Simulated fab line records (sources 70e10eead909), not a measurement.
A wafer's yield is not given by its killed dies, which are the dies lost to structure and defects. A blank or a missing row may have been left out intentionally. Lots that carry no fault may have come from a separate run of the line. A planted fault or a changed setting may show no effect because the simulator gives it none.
Chamber matching    flow nand_harc    NHARC_A_BONDPAD_STRIP_15 on rie_diel-08 has 4 sister chambers
The step strips in O2. 8 wafers are shown with their chamber, then 7 later ones without.

== WAFERS PAIRED WITH THEIR CHAMBERS ==
wafer   chamber  showerhead_plenum_p_Torr (Torr)  oes_product_au (a.u.)
L193.1  3        3.66                             1.015
L195.1  2        3.41                             0.995
L196.6  0        3.79                             0.992
L201.1  0        3.78                             0.990
L201.4  1        3.56                             0.997
L201.6  2        3.41                             1.002
L207.1  3        3.66                             0.998
L207.3  1        3.56                             0.990

== WAFERS WITH NO CHAMBER GIVEN ==
wafer   showerhead_plenum_p_Torr (Torr)  oes_product_au (a.u.)
L207.5  3.41                             1.002
L206.3  3.56                             0.992
L206.4  3.78                             0.987
L206.6  3.41                             0.996
L210.4  3.78                             0.993
L210.5  3.41                             0.993
L210.6  3.56                             1.002

== THE CHAMBER EACH PASSED THROUGH ==
wafer   from the rows above  in truth
L207.5  2                    2
L206.3  1                    1
L206.4  0                    0
L206.6  2                    2
L210.4  0                    0
L210.5  2                    2
L210.6  1                    1
Placed correctly: 7 of 7. Number that these rows cannot place: 0. Number placed wrongly: 0.
How it was worked out, from the rows above alone: a wafer's distance from a chamber is the root of the sum, over the readings, of the square of ((its reading less the chamber's mean) divided by the reading's scatter). If the next closest chamber is less than 2 further off than the closest, the wafer can't be placed; otherwise it belongs to the closest. A chamber's mean is the mean of its shown wafers. The scatter: the root of (the sum of the squares of (reading less its chamber's mean) over the shown wafers, divided by (wafers less chambers)).
